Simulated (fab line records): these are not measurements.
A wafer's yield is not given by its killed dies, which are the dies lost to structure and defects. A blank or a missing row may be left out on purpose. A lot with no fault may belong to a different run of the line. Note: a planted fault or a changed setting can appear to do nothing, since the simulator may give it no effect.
Matching of chambers | flow n5 finfet | N5_BEOL_M3_STRIP_66 on rie diel-04 has 4 sister chambers
The step strips in CF4. 16 wafers are shown with their chamber, then 8 later ones without.

== WAFERS, EACH WITH ITS CHAMBER ==
wafer  | chamber | drypump motor current A (A) | throttle valve pct (%) | showerhead plenum p Torr (Torr)
L074.2 | 1       | 4.7                         | 13.42                  | 1.83
L074.3 | 0       | 6.4                         | 13.58                  | 1.83
L074.6 | 1       | 4.7                         | 13.44                  | 1.83
L075.3 | 2       | 5.4                         | 13.28                  | 1.90
L075.4 | 0       | 6.5                         | 13.57                  | 1.83
L075.5 | 3       | 5.5                         | 13.12                  | 1.83
L079.2 | 1       | 4.7                         | 13.43                  | 1.83
L079.3 | 2       | 5.4                         | 13.29                  | 1.89
L079.4 | 0       | 6.4                         | 13.61                  | 1.82
L083.1 | 2       | 5.4                         | 13.31                  | 1.89
L083.2 | 3       | 5.5                         | 13.16                  | 1.82
L083.5 | 0       | 6.4                         | 13.60                  | 1.82
L084.1 | 0       | 6.4                         | 13.60                  | 1.82
L084.3 | 2       | 5.4                         | 13.33                  | 1.89
L084.5 | 0       | 6.5                         | 13.60                  | 1.82
L088.1 | 0       | 6.4                         | 13.63                  | 1.82

SIGNATURES, as means of the wafers listed above
reading                  | chamber 0 | chamber 1 | chamber 2 | chamber 3 | scatter within a chamber
drypump motor current A  | 6.429     | 4.700     | 5.400     | 5.500     | 0.0345
throttle valve pct       | 13.5986   | 13.4300   | 13.3025   | 13.1400   | 0.0199
showerhead plenum p Torr | 1.8229    | 1.8300    | 1.8925    | 1.8250    | 0.00472
Rule: for each reading, subtract the chamber's mean from the wafer's reading, divide by that reading's scatter and square the result; add these up over the readings and take the root, which gives the wafer's distance from the chamber. The wafer belongs to the nearest chamber; if the next one is less than 2 further off, it can't be placed. The scatter: take each reading less its chamber's mean, square it, sum over the shown wafers, divide by the number of wafers less the number of chambers, and take the root.

== WAFERS WITHOUT THEIR CHAMBER ==
wafer  | drypump motor current A (A) | throttle valve pct (%) | showerhead plenum p Torr (Torr)
L088.2 | 5.5                         | 13.19                  | 1.82
L088.4 | 4.7                         | 12.90                  | 1.83
L091.1 | 4.6                         | 12.91                  | 1.83
L091.2 | 6.4                         | 13.63                  | 1.82
L091.4 | 5.4                         | 13.34                  | 1.89
L092.3 | 4.7                         | 12.92                  | 1.82
L092.5 | 5.5                         | 13.20                  | 1.82
L092.6 | 6.4                         | 13.65                  | 1.82

== WHICH CHAMBER EACH ONE RAN IN ==
wafer  | from the rows above     | in truth
L088.2 | 3                       | 3
L088.4 | can't be placed: 3 or 1 | 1
L091.1 | 1                       | 1
L091.2 | 0                       | 0
L091.4 | 2                       | 2
L092.3 | can't be placed: 1 or 3 | 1
L092.5 | 3                       | 3
L092.6 | 0                       | 0
Correct placement for 6 of the 8. From these rows, 2 cannot be placed; in 2 the true chamber is one of the candidates. Placed wrongly: 0.
